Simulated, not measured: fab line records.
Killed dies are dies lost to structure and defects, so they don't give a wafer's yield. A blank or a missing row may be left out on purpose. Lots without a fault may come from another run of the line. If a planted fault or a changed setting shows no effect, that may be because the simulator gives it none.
Which of the tools did it? | flow nand_harc | 36 wafers from 12 lots sampled at 6 of the route's 1302 steps

## WHAT EACH GAUGE READ, for each wafer
NHARC_P_ZERO_WELL_CD_MEAS_24: target cd 720 nm.
lot  | measured     | on        | cd_nm (nm)
L906 | day 1 22:35  | cd_sem-02 | 721.7 719.9 723.5
L907 | day 2 08:41  | cd_sem-03 | 720.0 720.4 719.1
L908 | day 2 18:28  | cd_sem-02 | 721.9 723.1 720.9
L909 | day 3 04:27  | cd_sem-02 | 720.6 720.2 716.4
L910 | day 3 14:37  | cd_sem-02 | 721.7 723.3 725.4
L912 | day 4 10:49  | cd_sem-01 | 718.0 719.5 718.5
L914 | day 5 07:07  | cd_sem-02 | - - -
L922 | day 8 14:43  | cd_sem-01 | 723.3 720.1 720.9
L923 | day 9 00:35  | cd_sem-02 | 720.7 719.5 720.8
L925 | day 9 20:28  | cd_sem-02 | 720.5 721.2 720.1
L926 | day 10 06:35 | cd_sem-02 | 722.1 723.9 723.1
L929 | day 11 12:23 | cd_sem-01 | 719.9 719.0 724.9

NHARC_END_SORT_01.
lot  | measured     | on        | killed_at_array | killed_at_other | killed_at_periphery | killed_dies | killed_open | killed_short
L914 | day 27 20:20 | prober-02 | 138 111 113     | 1 1 0           | 538 565 564         | 677 677 677 | 2 1 0       | 5 1 3

## EACH LOT AND THE TOOL THAT RAN IT (in order: tool; ch and the chambers of the sampled wafers; start)
lot  | NHARC_P_ZERO_WELL_ETCH_65          | NHARC_P_ZERO_WELL_EXPOSE_21       | NHARC_P_GATE_DESCUM_13             | NHARC_P_GATE_HM_DEP_102
L906 | rie_diel-12 ch 1,2,3, day 1 21:29  | krf_scanner-03 ch 0, day 1 22:25  | rie_diel-09 ch 0,2, day 4 10:43    | acl_dep-03 ch 0, day 4 23:28
L907 | rie_diel-13 ch 1,2, day 2 07:29    | krf_scanner-02 ch 0, day 2 08:32  | rie_diel-08 ch 1,3, day 5 01:58    | acl_dep-01 ch 0, day 5 14:29
L908 | rie_diel-03 ch 0,3, day 2 17:29    | krf_scanner-02 ch 0, day 2 18:19  | rie_diel-10 ch 0,1,2, day 5 01:56  | acl_dep-03 ch 0, day 5 14:43
L909 | rie_diel-12 ch 1,2,3, day 3 03:22  | krf_scanner-04 ch 0, day 3 04:18  | rie_diel-10 ch 0,2,3, day 5 16:10  | acl_dep-02 ch 0, day 6 07:32
L910 | rie_diel-12 ch 0,3, day 3 13:34    | krf_scanner-04 ch 0, day 3 14:28  | rie_diel-10 ch 0,1,3, day 5 23:46  | acl_dep-01 ch 0, day 6 12:15
L912 | rie_diel-12 ch 1,2, day 4 09:39    | krf_scanner-04 ch 0, day 4 10:39  | rie_diel-10 ch 0,2,3, day 6 22:25  | acl_dep-01 ch 0, day 7 10:53
L914 | rie_diel-13 ch 1,3, day 5 05:48    | krf_scanner-03 ch 0, day 5 06:57  | -                                  | -
L922 | rie_diel-12 ch 1,2,3, day 8 13:37  | krf_scanner-03 ch 0, day 8 14:34  | rie_diel-08 ch 0,2, day 11 04:22   | acl_dep-02 ch 0, day 11 20:12
L923 | rie_diel-13 ch 0,3, day 8 23:29    | krf_scanner-04 ch 0, day 9 00:26  | rie_diel-08 ch 0,1,3, day 11 12:42 | acl_dep-01 ch 0, day 12 04:24
L925 | rie_diel-03 ch 2,3, day 9 19:30    | krf_scanner-04 ch 0, day 9 20:19  | rie_diel-10 ch 0,1, day 12 05:28   | acl_dep-02 ch 0, day 12 18:17
L926 | rie_diel-12 ch 0,2,3, day 10 05:29 | krf_scanner-03 ch 0, day 10 06:25 | rie_diel-09 ch 1,2, day 12 15:39   | acl_dep-03 ch 0, day 13 07:29
L929 | rie_diel-12 ch 0,1,2, day 11 11:25 | krf_scanner-04 ch 0, day 11 12:14 | rie_diel-08 ch 0,1,3, day 13 22:27 | acl_dep-03 ch 0, day 14 11:01
- NHARC_P_ZERO_WELL_ETCH_65: etches the open film in N2/H2, target depth 80 nm, overetch 24 nm, time 87.88 s.
- NHARC_P_ZERO_WELL_EXPOSE_21: exposes mask P NWELL, target cd 720 nm.
- NHARC_P_GATE_DESCUM_13: chemistry O2, time 3 s.
- NHARC_P_GATE_HM_DEP_102: deposits aC, target thk 120 nm.

## WHAT THE TOOLS THEMSELVES READ (means of the sampled wafers that have a number; where no wafer has one, the mark that the record gives instead)
NHARC_P_ZERO_WELL_ETCH_65.
lot  | tool        | drypump_motor_current_A (A) | mfc_ar_sccm (sccm) | oes_product_au (a.u.) | rf_vpp_V (V) | showerhead_plenum_p_Torr (Torr) | throttle_valve_pct (%)
L906 | rie_diel-12 | 5.6                         | 0.018              | 0.993                 | 430.2        | 2.03                            | 14.168
L907 | rie_diel-13 | 6.4                         | 0.000              | 0.984                 | 428.8        | 1.96                            | 14.160
L908 | rie_diel-03 | 6.1                         | 0.000              | 1.000                 | 432.4        | 2.09                            | 14.176
L909 | rie_diel-12 | 5.6                         | 0.018              | 0.985                 | 430.1        | 2.03                            | 14.181
L910 | rie_diel-12 | 5.9                         | 0.010              | 1.000                 | 432.3        | 2.12                            | 14.171
L912 | rie_diel-12 | 5.5                         | 0.023              | 1.000                 | 429.4        | 2.00                            | 14.165
L914 | rie_diel-13 | 6.1                         | 0.000              | 1.002                 | 427.2        | 1.91                            | 14.165
L922 | rie_diel-12 | 5.6                         | 0.018              | 1.003                 | 430.6        | 2.02                            | 14.173
L923 | rie_diel-13 | 5.8                         | 0.006              | 1.015                 | 429.3        | 1.99                            | 14.169
L925 | rie_diel-03 | 6.0                         | 0.000              | 1.019                 | 430.2        | 2.03                            | 14.166
L926 | rie_diel-12 | 5.7                         | 0.020              | 1.004                 | 431.3        | 2.07                            | 14.159
L929 | rie_diel-12 | 5.7                         | 0.013              | 1.013                 | 431.1        | 2.02                            | 14.169

NHARC_P_GATE_DESCUM_13.
lot  | tool        | drypump_motor_current_A (A) | mfc_ar_sccm (sccm) | oes_product_au (a.u.) | rf_vpp_V (V) | showerhead_plenum_p_Torr (Torr) | throttle_valve_pct (%)
L906 | rie_diel-09 | 6.1                         | 0.000              | 1.000                 | 57.6         | 1.97                            | 11.310
L907 | rie_diel-08 | 6.0                         | 0.007              | 1.003                 | 56.8         | 1.88                            | 11.311
L908 | rie_diel-10 | 5.4                         | 0.000              | 0.995                 | 59.2         | 1.87                            | 11.316
L909 | rie_diel-10 | 5.4                         | 0.000              | 1.002                 | 57.8         | 1.92                            | 11.315
L910 | rie_diel-10 | 5.7                         | 0.000              | 1.001                 | 58.6         | 1.90                            | 11.310
L912 | rie_diel-10 | 5.4                         | 0.000              | 1.010                 | 57.7         | 1.92                            | 11.316
L922 | rie_diel-08 | 5.9                         | 0.013              | 0.998                 | 58.6         | 2.03                            | 11.311
L923 | rie_diel-08 | 5.9                         | 0.010              | 0.997                 | 58.3         | 1.96                            | 11.309
L925 | rie_diel-10 | 5.6                         | 0.000              | 1.006                 | 57.7         | 1.94                            | 11.321
L926 | rie_diel-09 | 6.2                         | 0.004              | 0.991                 | 58.0         | 1.93                            | 11.308
L929 | rie_diel-08 | 5.9                         | 0.010              | 0.996                 | 57.8         | 1.96                            | 11.318

NHARC_P_GATE_HM_DEP_102.
lot  | tool       | throttle_valve_pct (%)
L906 | acl_dep-03 | 35.001
L907 | acl_dep-01 | 34.997
L908 | acl_dep-03 | 34.991
L909 | acl_dep-02 | 35.004
L910 | acl_dep-01 | 35.003
L912 | acl_dep-01 | 34.995
L922 | acl_dep-02 | 35.001
L923 | acl_dep-01 | 35.004
L925 | acl_dep-02 | 35.001
L926 | acl_dep-03 | 35.005
L929 | acl_dep-03 | 35.004

## THE ANSWER, worked out from the rows above alone
Rule: usual is defined by the lots themselves. Put in order of their means at a reading, lots are off if they are a third of the lots or fewer, leave a main group of 4 or more, and stand apart from it by a gap of 3 or more times the standard deviation of the main group's means; of several such gaps the widest counts. If all means in a main group match to the digits the tables above print for the reading, that group is not used. Also off: a lot with no number at a reading for which 4 or more lots have one. All remaining lots with rows at the step are treated as sound. First the gauges in route order, then the tools' own readings, where a lot's mean is used as printed above. The first step at which some lot is off is used, and at that step the reading that is off furthest; a lot without a number counts as furthest.
Off, at NHARC_P_ZERO_WELL_CD_MEAS_24 on cd_nm: L914. Without a number there: L914. Mean 721.0 nm and standard deviation 1.4 in the main group.
A tool fits if, at a process step before that reading, it ran every lot that is off, and no sound lot after the first of them. Those tools and the gauges at NHARC_P_ZERO_WELL_CD_MEAS_24 are tried in the same way. Of those tried, none fits.

## WHAT WAS PUT IN BY THE SIMULATOR
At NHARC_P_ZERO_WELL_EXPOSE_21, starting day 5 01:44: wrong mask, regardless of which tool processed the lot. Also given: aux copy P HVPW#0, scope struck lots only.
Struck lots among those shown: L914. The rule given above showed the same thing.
